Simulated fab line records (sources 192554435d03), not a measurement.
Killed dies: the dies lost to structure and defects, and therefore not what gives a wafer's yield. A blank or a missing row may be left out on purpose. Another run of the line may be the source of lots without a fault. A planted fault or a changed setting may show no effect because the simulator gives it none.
fab line records | flow n5-finfet | part 2 of 2: steps 4 to 6 of 6
record lots=21 wafers=63 last-day=18
route steps=1938 shown BEOL_M1@769
lots that met no fault: taken from a fault-free run of the same line
start-h: start of the lot's first displayed wafer, in hours after the record's first day | wait-h: how many hours have passed since the lot's step before this one | " unchanged from the row above | L1.1+2: a row that stands for several wafers | - value missing, or start not given | * or withheld: withheld | < > ~ a bound
route shown NAME@n: a module of which the file shows steps, and the number in the route of the first | usual: the fault-free wafers' mean and standard deviation | same: alike in all rows | chamber/n: place in a boat | sites: per-site readings | _std_site: standard deviation of those values | _edge_site: inner sites' mean taken away from outer sites' mean | radius-mm: how far each site lies from the wafer's centre | mask NAME#n: copy n | behind: the tool/chamber that last shaped the wafer | hold: reason for holding the lot/hours on hold/outcome of the hold | device: the transistor (n, p or np) that didn't switch | end of line: the tests these same wafers got at the end of their route | a step with no rows: only its recipe | killed: at the first sort, the dies lost to defects and structure; wafer yield is something else | map: shows each die of a wafer: x if killed, . if not, _ if none is there
set.NAME: the run value of the setting; set.NAME@STEP: its run value at that earlier step | model.NAME: the simulator's own value behind a step, which no gauge read
a sample of lots followed through the steps of the route, with each step as a table and each wafer as a row
services: from which hour (start-h, from the record's first day; less than 0 if before it) a tool's chamber was out of use, for how many hours, and why
## steps
# step N5_BEOL_M1_SPUTTER_88
# recipe material=Cu target-thk-a=45 temp-c=-20 chamber-pressure-pa=0.07 power-w=withheld time-s=8.29
# usual susceptor-temp-C=-19.99/0.098 throttle-valve-pct=30.2/1.3
# columns lot.wafer tool chamber start-h wait-h susceptor-temp-C throttle-valve-pct
L074.2 pvd-sputter-01 - 128.17 0.1 -20.03 30.1
L074.3 " - " " -19.84 31.4
L074.4 " - " " -20.00 31.5
L075.2 pvd-sputter-02 - 133.77 0.1 -19.93 31.1
L075.4 " - " " -19.96 29.8
L075.5 " - " " -20.14 31.4
L076.1 pvd-sputter-03 - 142.04 0.1 -20.03 29.7
L076.3 " - " " -20.07 32.3
L076.4 " - " " -19.84 30.1
L077.1 pvd-sputter-02 - 142.41 0.1 -19.90 31.1
L077.4 " - " " -19.96 31.3
L077.6 " - " " -20.10 31.4
L078.1 pvd-sputter-01 - 145.95 0.1 -20.05 31.1
L078.3 " - " " -20.08 29.9
L078.6 " - " " -20.17 31.3
L079.1 pvd-sputter-02 - 154.19 0.1 -20.12 31.0
L079.3 " - " " -20.01 30.0
L079.5 " - " " -20.10 31.7
L080.1 pvd-sputter-01 - 160.78 0.1 -19.96 29.0
L080.2 " - " " -19.91 31.6
L080.4 " - " " -20.13 29.8
L081.1 pvd-sputter-02 - 172.50 0.1 -20.12 29.9
L081.2 " - " " -19.99 27.8
L081.3 " - " " -19.93 31.5
L082.1 pvd-sputter-03 - 176.36 0.1 -20.04 29.7
L082.2 " - " " -20.11 32.3
L082.6 " - " " -20.19 30.2
L083.1 pvd-sputter-03 - 201.30 0.1 -19.82 29.6
L083.2 " - " " -20.24 32.6
L083.4 " - " " -19.96 28.2
L084.1 pvd-sputter-02 - 206.23 0.1 -19.99 31.1
L084.3 " - " " -20.15 27.7
L084.6 " - " " -19.89 31.1
L085.2 pvd-sputter-01 - 206.60 0.1 -19.94 31.1
L085.3 " - " " -20.12 28.8
L085.6 " - " " -19.94 29.9
L086.2 pvd-sputter-03 - 209.77 0.1 -20.00 29.7
L086.3 " - " " -19.99 28.2
L086.4 " - " " -19.99 32.4
L087.2 pvd-sputter-02 - 214.31 0.1 -20.05 30.0
L087.4 " - " " -20.00 31.0
L087.6 " - " " -19.87 28.1
L090.1 pvd-sputter-03 - 223.09 0.1 -19.85 32.5
L090.3 " - " " -19.95 28.1
L090.5 " - " " -19.97 30.6
L091.2 pvd-sputter-01 - 226.83 0.1 -19.97 31.4
L091.3 " - " " -19.97 29.1
L091.4 " - " " -20.03 30.0
L092.1 pvd-sputter-02 - 235.46 0.1 -20.05 31.2
L092.2 " - " " -19.90 27.8
L092.5 " - " " -20.03 30.9
L093.2 pvd-sputter-01 - 245.56 0.1 -20.20 29.0
L093.4 " - " " -19.91 30.0
L093.6 " - " " -19.95 30.2
L094.2 pvd-sputter-03 - 245.72 0.1 -19.98 32.3
L094.5 " - " " -20.05 30.2
L094.6 " - " " -20.03 28.4
L095.1 pvd-sputter-02 - 267.74 0.1 -19.86 27.7
L095.3 " - " " -19.94 31.6
L095.4 " - " " -20.05 30.1
L097.1 pvd-sputter-03 - 271.24 0.1 -20.10 32.1
L097.4 " - " " -19.93 29.6
L097.5 " - " " -20.11 29.4
# step N5_BEOL_M1_SPUTTER_96
# recipe material=Cu target-thk-a=45 temp-c=-20 chamber-pressure-pa=0.07 power-w=withheld time-s=8.29
# usual susceptor-temp-C=-20.01/0.1 throttle-valve-pct=30.2/1.3
# columns lot.wafer tool chamber start-h wait-h susceptor-temp-C throttle-valve-pct
L074.2 pvd-sputter-01 - 129.05 0.1 -19.96 30.1
L074.3 " - " " -20.05 31.0
L074.4 " - " " -20.03 31.3
L075.2 pvd-sputter-02 - 134.65 0.1 -19.94 31.6
L075.4 " - " " -19.98 29.9
L075.5 " - " " -20.06 31.5
L076.1 pvd-sputter-03 - 142.92 0.1 -20.05 29.4
L076.3 " - " " -20.00 32.0
L076.4 " - " " -19.94 30.1
L077.1 pvd-sputter-02 - 143.29 0.1 -20.04 31.2
L077.4 " - " " -19.97 31.4
L077.6 " - " " -19.92 31.4
L078.1 pvd-sputter-01 - 146.83 0.1 -20.10 31.6
L078.3 " - " " -19.92 29.7
L078.6 " - " " -20.10 31.5
L079.1 pvd-sputter-02 - 155.07 0.1 -20.12 30.9
L079.3 " - " " -19.98 29.8
L079.5 " - " " -19.91 31.2
L080.1 pvd-sputter-01 - 161.66 0.1 -20.13 29.2
L080.2 " - " " -20.16 31.5
L080.4 " - " " -20.27 30.1
L081.1 pvd-sputter-02 - 173.38 0.1 -19.98 29.8
L081.2 " - " " -20.06 27.9
L081.3 " - " " -20.00 31.5
L082.1 pvd-sputter-03 - 177.24 0.1 -20.10 29.6
L082.2 " - " " -19.95 32.2
L082.6 " - " " -20.03 30.1
L083.1 pvd-sputter-03 - 202.18 0.1 -20.00 29.2
L083.2 " - " " -19.90 32.2
L083.4 " - " " -19.91 28.3
L084.1 pvd-sputter-02 - 207.11 0.1 -20.03 31.2
L084.3 " - " " -19.97 28.0
L084.6 " - " " -19.96 31.0
L085.2 pvd-sputter-01 - 207.48 0.1 -19.97 31.1
L085.3 " - " " -19.98 29.1
L085.6 " - " " -19.89 30.1
L086.2 pvd-sputter-03 - 210.65 0.1 -19.95 29.9
L086.3 " - " " -20.26 28.1
L086.4 " - " " -19.92 32.4
L087.2 pvd-sputter-02 - 215.19 0.1 -20.20 30.0
L087.4 " - " " -19.94 31.0
L087.6 " - " " -19.86 27.8
L090.1 pvd-sputter-03 - 223.97 0.1 -19.91 32.4
L090.3 " - " " -19.91 28.4
L090.5 " - " " -20.22 30.3
L091.2 pvd-sputter-01 - 227.71 0.1 -20.03 31.3
L091.3 " - " " -20.03 29.1
L091.4 " - " " -20.07 30.0
L092.1 pvd-sputter-02 - 236.34 0.1 -20.01 31.1
L092.2 " - " " -20.10 27.9
L092.5 " - " " -19.80 31.1
L093.2 pvd-sputter-01 - 246.44 0.1 -20.07 29.0
L093.4 " - " " -19.84 30.0
L093.6 " - " " -19.92 30.0
L094.2 pvd-sputter-03 - 246.60 0.1 -20.03 32.3
L094.5 " - " " -19.97 30.5
L094.6 " - " " -20.01 28.3
L095.1 pvd-sputter-02 - 268.62 0.1 -19.89 28.1
L095.3 " - " " -19.90 31.5
L095.4 " - " " -19.79 29.9
L097.1 pvd-sputter-03 - 272.12 0.1 -19.93 32.2
L097.4 " - " " -19.95 29.9
L097.5 " - " " -19.82 29.4
# step N5_BEOL_M1_ANNEAL_51
# recipe temp-c=225 time-s=90 ambient=N2
# usual anneal-temp-c-max=226.0/0.33 wafer_temp_C_max=226.0/0.44
# columns lot.wafer tool chamber start-h wait-h anneal-temp-c-max wafer_temp_C_max
L074.2 rtp-anneal-02 0 129.42 0.2 225.5 225.4
L074.3 " 0 " " 226.1 225.6
L074.4 " 0 " " 225.6 225.6
L075.2 rtp-anneal-01 0 135.01 0.2 226.2 226.5
L075.4 " 0 " " 226.4 226.4
L075.5 " 0 " " 226.2 226.2
L076.1 rtp-anneal-02 0 143.12 0.1 225.8 225.6
L076.3 " 0 " " 225.5 225.8
L076.4 " 0 " " 225.7 225.6
L077.1 rtp-anneal-02 0 143.48 0.1 225.8 225.8
L077.4 " 0 " " 225.5 225.6
L077.6 " 0 " " 225.3 225.6
L078.1 rtp-anneal-02 0 147.03 0.1 225.8 225.5
L078.3 " 0 " " 225.6 225.7
L078.6 " 0 " " 225.9 225.4
L079.1 rtp-anneal-01 0 155.27 0.1 225.8 226.4
L079.3 " 0 " " 226.4 226.4
L079.5 " 0 " " 225.9 226.0
L080.1 rtp-anneal-01 0 161.88 0.1 226.2 226.1
L080.2 " 0 " " 225.8 225.7
L080.4 " 0 " " 226.4 225.8
L081.1 rtp-anneal-01 0 173.57 0.1 225.9 226.6
L081.2 " 0 " " 226.6 226.7
L081.3 " 0 " " 226.3 226.6
L082.1 rtp-anneal-01 0 177.44 0.1 226.2 226.8
L082.2 " 0 " " 226.3 226.2
L082.6 " 0 " " 226.2 226.2
L083.1 rtp-anneal-01 0 202.37 0.1 226.0 226.2
L083.2 " 0 " " 226.3 226.9
L083.4 " 0 " " 226.3 226.7
L084.1 rtp-anneal-02 0 207.31 0.1 225.9 225.9
L084.3 " 0 " " 226.0 225.9
L084.6 " 0 " " 225.9 225.6
L085.2 rtp-anneal-02 0 207.80 0.2 225.7 225.7
L085.3 " 0 " " 226.0 225.3
L085.6 " 0 " " 225.8 225.8
L086.2 rtp-anneal-01 0 210.97 0.2 226.4 226.5
L086.3 " 0 " " 226.5 226.5
L086.4 " 0 " " 226.0 226.1
L087.2 rtp-anneal-01 0 215.52 0.2 226.5 225.9
L087.4 " 0 " " 225.8 226.4
L087.6 " 0 " " 226.3 226.6
L090.1 rtp-anneal-01 0 224.17 0.1 225.8 226.1
L090.3 " 0 " " 226.3 226.1
L090.5 " 0 " " 225.6 226.3
L091.2 rtp-anneal-01 0 227.95 0.1 226.4 226.3
L091.3 " 0 " " 226.2 227.4
L091.4 " 0 " " 226.1 226.5
L092.1 rtp-anneal-02 0 236.54 0.1 225.7 225.9
L092.2 " 0 " " 225.6 225.6
L092.5 " 0 " " 225.8 225.5
L093.2 rtp-anneal-01 0 246.69 0.1 226.1 226.7
L093.4 " 0 " " 226.4 226.8
L093.6 " 0 " " 226.4 226.4
L094.2 rtp-anneal-02 0 246.84 0.1 225.6 225.6
L094.5 " 0 " " 226.1 225.4
L094.6 " 0 " " 226.0 225.4
L095.1 rtp-anneal-01 0 268.82 0.1 226.6 226.0
L095.3 " 0 " " 226.3 226.4
L095.4 " 0 " " 226.0 225.6
L097.1 rtp-anneal-02 0 272.31 0.1 225.6 225.5
L097.4 " 0 " " 225.6 225.6
L097.5 " 0 " " 225.7 225.4
## services
# columns tool chamber start-h hours kind
pvd-sputter-03 - 101.23 1.1 repair
rie-diel-02 2 106.52 6.9 repair
rie-diel-02 1 113.58 17.4 repair
rie-diel-05 1 115.02 3.4 repair
rie-diel-02 2 118.32 7.8 repair
rie-diel-02 2 131.09 - clean
rie-diel-02 2 131.09 - consumable-replace:focus-ring
rie-diel-02 2 131.09 - consumable-replace:showerhead
rie-diel-02 2 131.09 30.9 scheduled-down
rie-diel-02 2 131.09 30.9 vent-cycle
rie-diel-02 3 144.57 4.2 repair
rie-diel-02 - 154.97 0.8 repair
rie-diel-05 0 160.21 8.9 repair
rie-diel-02 1 171.41 - clean
rie-diel-02 1 171.41 - consumable-replace:focus-ring
rie-diel-02 1 171.41 - consumable-replace:showerhead
rie-diel-02 1 171.41 14.4 scheduled-down
rie-diel-02 1 171.41 14.4 vent-cycle
rie-diel-06 2 207.73 - clean
rie-diel-06 2 207.73 - consumable-replace:focus-ring
rie-diel-06 2 207.73 13.7 scheduled-down
rie-diel-06 2 207.73 13.7 vent-cycle
rie-diel-02 2 209.65 5.9 repair
rie-diel-06 - 213.63 0.3 repair
